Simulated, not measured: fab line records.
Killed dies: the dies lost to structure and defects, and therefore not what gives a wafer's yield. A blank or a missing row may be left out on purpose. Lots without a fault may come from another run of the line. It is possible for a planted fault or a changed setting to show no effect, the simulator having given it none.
Chamber matching	flow nand-harc	4 sister chambers for NHARC_A_STAIRCASE_ETCH_292 on rie-diel-05
The step etches the open film in CF4/CHF3. 14 wafers are shown with their chamber, then 7 later ones without.

== EACH WAFER AND ITS CHAMBER ==
wafer	chamber	showerhead-plenum-p-Torr (Torr)	drypump-motor-current-A (A)	rf-vpp-V (V)
L082.2	3	1.70	5.0	374.1
L082.3	1	1.52	6.6	369.3
L082.4	1	1.52	6.6	368.2
L085.1	1	1.52	6.6	368.4
L085.3	3	1.69	4.9	374.0
L085.6	1	1.52	6.6	369.3
L086.1	0	1.62	5.5	371.7
L086.5	2	1.49	6.3	369.4
L086.6	1	1.52	6.7	369.0
L087.3	2	1.49	6.4	367.8
L087.4	0	1.62	5.5	371.8
L087.6	2	1.49	6.3	367.5
L091.1	3	1.69	5.0	374.3
L091.2	2	1.49	6.3	367.6

SIGNATURES (averages over the wafers above)
reading	chamber 0	chamber 1	chamber 2	chamber 3	scatter within a chamber
showerhead-plenum-p-Torr	1.6200	1.5200	1.4900	1.6933	0.00258
drypump-motor-current-A	5.500	6.620	6.325	4.967	0.0471
rf-vpp-V	371.750	368.840	368.075	374.133	0.591
Rule: distance of a wafer from a chamber = root of the sum over the readings of ((wafer's reading minus chamber's mean) / reading's scatter) squared. If the next closest chamber is less than 2 further off than the closest, the wafer can't be placed; otherwise it belongs to the closest. The scatter: take each reading less its chamber's mean, square it, sum over the shown wafers, divide by the number of wafers less the number of chambers, and take the root.

== WAFERS WHOSE CHAMBER IS MISSING ==
wafer	showerhead-plenum-p-Torr (Torr)	drypump-motor-current-A (A)	rf-vpp-V (V)
L091.3	1.52	6.6	368.3
L089.3	1.52	6.6	367.8
L089.4	1.62	5.5	371.1
L089.6	1.52	6.6	368.5
L097.2	1.51	6.6	369.3
L097.3	1.49	6.3	367.6
L097.5	1.68	4.9	372.2

== WHICH CHAMBER EACH ONE RAN IN ==
wafer	from the rows above	in truth
L091.3	1	1
L089.3	1	1
L089.4	0	0
L089.6	1	1
L097.2	1	1
L097.3	2	2
L097.5	3	3
Correct placement for 7 of the 7. From these rows, 0 cannot be placed. Number placed wrongly: 0.
